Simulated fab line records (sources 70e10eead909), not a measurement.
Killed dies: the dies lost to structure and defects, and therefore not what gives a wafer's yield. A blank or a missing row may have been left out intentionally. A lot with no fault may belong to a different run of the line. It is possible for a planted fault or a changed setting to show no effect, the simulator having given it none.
fab line records	flow nand_harc
[record] lots = 14	wafers = 42	last_day = 33
route steps=1302 shown P_STI@89 P_GATE@129
lots with no fault: from the same line, run without faults
start_h: hours from the record's opening day to when the first of the lot's shown wafers began	wait_h: hours from the lot's prior step to this one	" as in the row above	L1.1+2: one row covering several wafers at once	- value missing, or start not given	* or withheld: withheld	< > ~ a bound
route shown NAME@n: a module of which the file shows steps, and the number in the route of the first	usual: average and standard deviation across the fault-free wafers	same: alike in all rows	chamber/n: place in a boat	sites: readings site by site	_std_site: standard deviation across them	_edge_site: inner sites' mean taken away from outer sites' mean	radius_mm: how far each site lies from the wafer's centre	mask NAME#n: copy n	behind: tool/chamber where the wafer was last shaped	hold: reason for holding the lot/hours on hold/outcome of the hold	device: transistor that didn't switch, given as n, p or np	end of line: tests of these same wafers at the route's end	a step with no rows: only its recipe	killed: dies lost to structure and defects at the first sort, not the wafer's yield	map: a wafer's dies, marking killed ones x, the rest . and places with no die _
set.NAME: the setting that was run; set.NAME@STEP: the one run at that earlier step	model.NAME: the simulator's own value behind a step, which no gauge read
the route's steps for a sample of lots (tables are steps, rows are wafers)
services: a tool's chamber out of use, with start hour (start_h, from the record's first day; less than 0 if before it), hours out, and reason
[[steps]]
[step NHARC_P_STI_ETCH_31]
[recipe] target_depth_a = 1089	time_s = 54.5	cf4_flow_sccm = 100	chf3_flow_sccm = 30	ar_flow_sccm = 0	rf_w = 500	bias_w = 200	chemistry = CF4/CHF3
[usual] drypump_motor_current_A = 5.7/0.49	oes_product_au = 0.960/0.018	rf_vpp_V = 370.4/2.3	showerhead_plenum_p_Torr = 1.57/0.06	throttle_valve_pct = 16.802/0.0089
lot.wafer	tool	chamber	start_h	wait_h	drypump_motor_current_A	oes_product_au	rf_hours_counter_h	rf_vpp_V	showerhead_plenum_p_Torr	throttle_valve_pct
L489.2	rie_diel-12	0	-	-	6.5	0.966	13	374.0	1.63	16.809
L489.1	"	1	"	"	5.1	0.962	10	371.1	1.56	16.812
L489.6	"	3	"	"	6.1	0.961	-	369.4	1.53	16.810
L490.3	rie_diel-13	0	-	-	6.5	0.953	4	367.6	1.51	16.827
L490.1	"	1	"	"	5.2	0.959	4	371.3	1.59	16.795
L490.6	"	3	"	"	4.9	0.978	-	367.1	1.49	16.795
L491.4	rie_diel-12	0	-	-	6.5	0.962	14	372.3	1.63	16.796
L491.3	"	1	"	"	5.1	0.950	11	371.3	1.56	16.795
L491.2	"	3	"	"	6.1	0.977	13	370.6	1.53	16.802
L494.2	rie_diel-02	3	-	-	5.2	0.972	2	372.1	1.57	16.788
L494.6	"	3	"	"	5.3	0.976	-	370.2	1.57	16.802
L494.5	"	0	"	"	6.1	0.982	-	368.9	1.51	16.792
L497.1	rie_diel-12	3	-	-	6.1	0.919	2	369.7	1.53	16.794
L497.4	"	0	"	"	6.5	0.921	2	373.2	1.63	16.793
L497.2	"	1	"	"	5.1	0.937	2	372.2	1.56	16.799
L498.1	rie_diel-13	2	-	-	5.7	0.969	10	369.6	1.53	16.792
L498.5	"	3	"	"	4.9	0.971	-	367.9	1.49	16.823
L498.6	"	0	"	"	6.5	0.953	-	369.2	1.51	16.803
L503.1	rie_diel-12	3	-	-	6.1	0.980	6	367.9	1.53	16.808
L503.4	"	1	"	"	5.1	0.961	6	369.8	1.56	16.804
L503.3	"	2	"	"	5.7	0.964	6	370.1	1.54	16.804
L504.3	rie_diel-02	0	-	-	6.1	0.965	7	369.7	1.51	16.797
L504.5	"	1	"	"	5.4	0.963	-	374.5	1.64	16.820
L504.6	"	2	"	"	5.6	0.977	-	374.5	1.69	16.797
L505.1	rie_diel-13	3	-	-	4.9	0.965	2	368.0	1.49	16.789
L505.3	"	0	"	"	6.5	0.950	2	367.2	1.51	16.809
L505.5	"	2	"	"	5.6	0.964	-	368.8	1.53	16.811
L506.2	rie_diel-02	1	-	-	5.4	0.994	8	372.3	1.64	16.797
L506.1	"	2	"	"	5.6	0.974	7	375.2	1.69	16.809
L506.5	"	0	"	"	6.1	0.994	-	369.4	1.51	16.803
L508.1	rie_diel-02	1	-	-	5.4	0.976	0	374.0	1.64	16.798
L508.5	"	3	"	"	5.2	0.958	-	369.0	1.57	16.788
L508.6	"	0	"	"	6.0	0.969	-	368.6	1.51	16.802
L509.4	rie_diel-13	3	-	-	5.0	0.970	4	368.0	1.49	16.811
L509.1	"	1	"	"	5.2	0.981	4	370.4	1.58	16.811
L509.6	"	0	"	"	6.5	0.976	-	368.5	1.51	16.792
L510.1	rie_diel-12	3	-	-	6.0	0.934	10	368.2	1.53	16.805
L510.2	"	0	"	"	6.4	0.958	11	371.8	1.63	16.790
L510.5	"	2	"	"	5.7	0.949	-	369.2	1.54	16.801
L511.1	rie_diel-02	0	-	-	6.1	0.955	1	368.1	1.51	16.822
L511.3	"	2	"	"	5.6	0.948	2	375.2	1.69	16.794
L511.6	"	2	"	"	5.6	0.959	-	374.0	1.69	16.802
[step NHARC_P_GATE_OXIDE_16]
[recipe] target_thk_a = 30	temp_c = 875	ox_time_s = 392	material = SiO2
[usual] ox_temp_c = 875.0/0.39	ox_time_s = 392/0	spike_tc_upper_C = 873.6/1.2	tube_center_temp_C = 874.99/0.075
lot.wafer	tool	chamber	start_h	wait_h	ox_temp_c	ox_time_s	spike_tc_upper_C	tube_center_temp_C
L489.1	furnace-06	0	90.08	-	875.1	392	876.4	874.8
L489.2	"	0	"	"	875.0	392	876.9	875.05
L489.6	"	0	"	"	874.5	392	875.4	874.94
L490.1	furnace-06	0	95.01	-	875.0	392	874.2	875
L490.3	"	0	"	"	875.1	392	873.1	875.09
L490.6	"	0	"	"	875.0	392	875.6	875.01
L491.2	furnace-02	0	102.67	-	875.4	392	874.5	874.93
L491.3	"	0	"	"	875.0	392	873.9	875.1
L491.4	"	0	"	"	875.3	392	874.1	875.03
L494.2	furnace-02	0	136.87	-	875.4	392	874.0	875.14
L494.5	"	0	"	"	875.5	392	874.5	874.92
L494.6	"	0	"	"	874.7	392	872.8	874.93
L497.1	furnace-02	-	170.57	-	-	-	-	-
L497.2	"	-	"	"	-	-	-	-
L497.4	"	-	"	"	-	-	-	-
L498.1	furnace-02	-	170.57	-	-	-	-	-
L498.5	"	-	"	"	-	-	-	-
L498.6	"	-	"	"	-	-	-	-
L503.1	furnace-05	0	231.82	-	874.7	392	873.1	875.08
L503.3	"	0	"	"	874.7	392	874.3	874.87
L503.4	"	0	"	"	874.9	392	873.4	874.99
L504.3	furnace-05	0	231.82	-	875.1	392	874.2	874.97
L504.5	"	0	"	"	875.2	392	874.5	875.04
L504.6	"	0	"	"	874.6	392	874.9	875.01
L505.1	furnace-05	0	250.54	-	875.2	392	872.1	874.85
L505.3	"	0	"	"	874.8	392	873.1	874.99
L505.5	"	0	"	"	874.8	392	873.5	874.92
L506.1	furnace-06	0	256.84	-	875.1	392	873.7	875.04
L506.2	"	0	"	"	874.8	392	875.1	875.01
L506.5	"	0	"	"	875.2	392	874.6	875.11
L508.1	furnace-05	0	283.61	-	874.7	392	874.4	874.92
L508.5	"	0	"	"	875.5	392	875.3	874.91
L508.6	"	0	"	"	874.8	392	872.4	875.01
L509.1	furnace-02	0	294.30	-	875.0	392	874.0	874.98
L509.4	"	0	"	"	876.2	392	872.9	875
L509.6	"	0	"	"	875.1	392	872.1	874.94
L510.1	furnace-02	0	294.30	-	874.9	392	872.2	874.94
L510.2	"	0	"	"	875.0	392	872.7	875.09
L510.5	"	0	"	"	874.8	392	873.9	875.04
L511.1	furnace-05	0	302.96	-	874.4	392	874.0	875
L511.3	"	0	"	"	874.9	392	873.6	875.12
L511.6	"	0	"	"	875.1	392	874.8	875
[step NHARC_P_GATE_HM_DEP_102]
[recipe] target_thk_a = 1200	temp_c = 400	material = aC
[usual] throttle_valve_pct = 35.001/0.0091
lot.wafer	tool	chamber	start_h	wait_h	throttle_valve_pct
L489.1	acl_dep-02	0	100.05	1.7	35.002
L489.2	"	0	"	"	35.010
L489.6	"	0	"	"	35.013
L490.1	acl_dep-02	0	104.55	0.7	35.002
L490.3	"	0	"	"	35.012
L490.6	"	0	"	"	34.999
L491.2	acl_dep-02	0	111.65	0.5	35.007
L491.3	"	0	"	"	35.001
L491.4	"	0	"	"	35.018
L494.2	acl_dep-01	0	145.76	0.5	34.995
L494.5	"	0	"	"	35.010
L494.6	"	0	"	"	34.996
L497.1	acl_dep-03	0	180.32	1.5	35.000
L497.2	"	0	"	"	34.998
L497.4	"	0	"	"	35.023
L498.1	acl_dep-01	0	180.63	1.8	35.006
L498.5	"	0	"	"	35.002
L498.6	"	0	"	"	35.005
L503.1	acl_dep-03	0	240.64	0.4	34.992
L503.3	"	0	"	"	34.988
L503.4	"	0	"	"	35.002
L504.3	acl_dep-02	0	241.08	0.8	34.993
L504.5	"	0	"	"	34.995
L504.6	"	0	"	"	35.010
L505.1	acl_dep-02	0	263.94	5.1	34.989
L505.3	"	0	"	"	34.998
L505.5	"	0	"	"	34.990
L506.1	acl_dep-02	0	266.43	1.3	34.990
L506.2	"	0	"	"	35.010
L506.5	"	0	"	"	35.014
L508.1	acl_dep-03	0	292.63	0.7	35.004
L508.5	"	0	"	"	35.002
L508.6	"	0	"	"	35.003
L510.1	acl_dep-02	0	303.19	0.4	35.004
L510.2	"	0	"	"	35.008
L510.5	"	0	"	"	35.013
L509.1	acl_dep-02	0	303.83	1.0	35.004
L509.4	"	0	"	"	34.991
L509.6	"	0	"	"	34.994
L511.1	acl_dep-02	0	313.74	2.4	35.011
L511.3	"	0	"	"	34.999
L511.6	"	0	"	"	34.987
[step NHARC_P_GATE_ETCH_104]
[recipe] target_depth_a = 600	time_s = withheld	cf4_flow_sccm = 100	chf3_flow_sccm = 30	ar_flow_sccm = 0	rf_w = 500	bias_w = 200	chemistry = CF4/CHF3
[usual] drypump_motor_current_A = 5.5/0.32	oes_product_au = 0.953/0.02	rf_vpp_V = 371.0/2.1	showerhead_plenum_p_Torr = 1.58/0.057	throttle_valve_pct = 16.803/0.0087
lot.wafer	tool	chamber	start_h	wait_h	drypump_motor_current_A	oes_product_au	rf_vpp_V	showerhead_plenum_p_Torr	throttle_valve_pct
L489.2	rie_diel-04	3	101.57	0.1	5.5	0.974	373.4	1.62	16.807
L489.1	"	0	"	"	5.8	0.985	371.4	1.56	16.811
L489.6	"	1	"	"	5.8	0.978	372.2	1.63	16.815
L490.3	rie_diel-04	3	106.16	0.1	5.5	0.961	373.2	1.62	16.789
L490.1	"	2	"	"	5.4	0.970	370.5	1.58	16.808
L490.6	"	3	"	"	5.5	0.978	373.3	1.62	16.801
L491.3	rie_diel-07	0	113.16	0.1	5.6	0.968	371.6	1.62	16.807
L491.4	"	1	"	"	5.4	0.959	368.8	1.50	16.789
L491.2	"	3	"	"	5.1	0.973	372.7	1.63	16.811
L494.2	rie_diel-04	0	147.27	0.1	5.8	0.964	369.8	1.56	16.798
L494.5	"	3	"	"	5.5	0.968	373.6	1.62	16.799
L494.6	"	0	"	"	5.8	0.967	369.2	1.56	16.802
L497.4	rie_diel-07	3	181.98	0.1	5.1	0.952	372.9	1.63	16.791
L497.1	"	0	"	"	5.6	0.963	372.1	1.62	16.804
L497.2	"	1	"	"	5.4	0.984	369.3	1.50	16.802
L498.1	rie_diel-09	2	182.23	0.1	5.8	0.975	368.9	1.48	16.795
L498.6	"	2	"	"	5.9	0.977	368.0	1.48	16.799
L498.5	"	3	"	"	6.3	0.963	368.6	1.50	16.792
L503.1	rie_diel-07	3	242.26	0.1	5.1	0.953	373.6	1.63	16.802
L503.3	"	0	"	"	5.6	0.964	370.9	1.62	16.817
L503.4	"	1	"	"	5.4	0.968	368.6	1.50	16.806
L504.3	rie_diel-04	2	242.48	0.1	5.4	0.950	370.7	1.58	16.806
L504.5	"	1	"	"	5.8	0.943	372.8	1.63	16.804
L504.6	"	2	"	"	5.4	0.952	370.4	1.58	16.803
L505.3	rie_diel-07	1	265.53	0.1	5.4	0.976	367.4	1.50	16.790
L505.1	"	2	"	"	5.1	0.977	372.7	1.64	16.802
L505.5	"	3	"	"	5.1	0.955	372.7	1.63	16.802
L506.1	rie_diel-04	2	267.94	0.1	5.4	0.937	371.2	1.58	16.806
L506.2	"	3	"	"	5.5	0.928	371.4	1.62	16.802
L506.5	"	1	"	"	5.8	0.929	371.6	1.63	16.799
L508.1	rie_diel-09	1	294.25	0.1	5.9	0.930	368.5	1.51	16.804
L508.5	"	3	"	"	6.3	0.916	366.7	1.50	16.801
L508.6	"	0	"	"	5.6	0.931	366.3	1.47	16.795
L510.2	rie_diel-07	0	304.81	0.1	5.6	0.960	371.3	1.62	16.819
L510.1	"	1	"	"	5.4	0.970	368.4	1.50	16.795
L510.5	"	3	"	"	5.1	0.975	371.2	1.63	16.806
L509.1	rie_diel-07	2	305.45	0.1	5.1	0.959	371.8	1.64	16.801
L509.4	"	0	"	"	5.6	0.975	373.0	1.62	16.793
L509.6	"	2	"	"	5.1	0.963	373.2	1.64	16.794
L511.3	rie_diel-07	0	315.36	0.1	5.6	0.954	371.7	1.62	16.807
L511.1	"	2	"	"	5.1	0.966	374.4	1.64	16.803
L511.6	"	3	"	"	5.1	0.967	371.6	1.63	16.810
[[services]]
tool	chamber	start_h	hours	kind
rie_diel-02	-	39.70	9.0	pm
rie_diel-04	3	42.23	3.5	repair
rie_diel-02	2	58.53	6.3	repair
acl_dep-02	-	62.05	13.0	pm
rie_diel-07	0	72.44	4.5	repair
furnace-02	-	83.05	9.2	repair
rie_diel-02	-	83.21	1.7	repair
rie_diel-04	3	86.96	2.7	repair
rie_diel-12	-	89.65	0.2	repair
rie_diel-12	-	91.40	9.0	pm
rie_diel-07	-	114.53	0.2	repair
furnace-05	-	116.00	26.0	pm
rie_diel-07	-	117.20	9.0	pm
rie_diel-07	-	137.05	0.2	repair
rie_diel-02	3	158.34	2.5	repair
rie_diel-12	3	161.16	6.3	repair
rie_diel-04	-	177.98	9.0	pm
rie_diel-07	1	216.31	2.7	repair
rie_diel-02	-	216.70	9.0	pm
rie_diel-04	2	218.43	1.9	repair
rie_diel-12	0	221.18	11.2	repair
acl_dep-02	-	243.05	13.0	pm
rie_diel-07	1	261.29	3.8	repair
rie_diel-07	-	294.21	9.0	pm
[[key]]
[first_sign] step = NHARC_P_GATE_OXIDE_16	reading = tool_record	direction = missing
effect none on later readings
met_at NHARC_P_GATE_OXIDE_16
struck_lots L497,L498
later_rows_left_out L497.1,L497.2,L497.4,L498.1,L498.5,L498.6
sort_left_out L497.1,L497.2,L497.4,L498.1,L498.5,L498.6
tester_left_out L497,L498
not_acting_at NHARC_P_STI_ETCH_31,NHARC_P_GATE_HM_DEP_102,NHARC_P_GATE_ETCH_104
onset_between 136.87 170.57
[fault] kind = skipped_step_whole	tool = furnace-02	chamber = -	onset_h = 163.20	steps = NHARC_P_GATE_OXIDE_16	scope = struck_lots_only
// tester_left_out: of these lots the tester's yield and bins aren't shown, on N5 and GAA mostly nor the transistor test; their killed dies are dies lost to structure and defects alone, not to doping, threshold or leakage, so they don't give the yield
// sort_left_out: the simulated sort isn't trusted on such a fault, so these wafers' sort isn't shown, and their yield isn't known
// later_rows_left_out: the simulator's readings of these wafers behind a module that went badly wrong aren't trusted and aren't shown, but for the sort
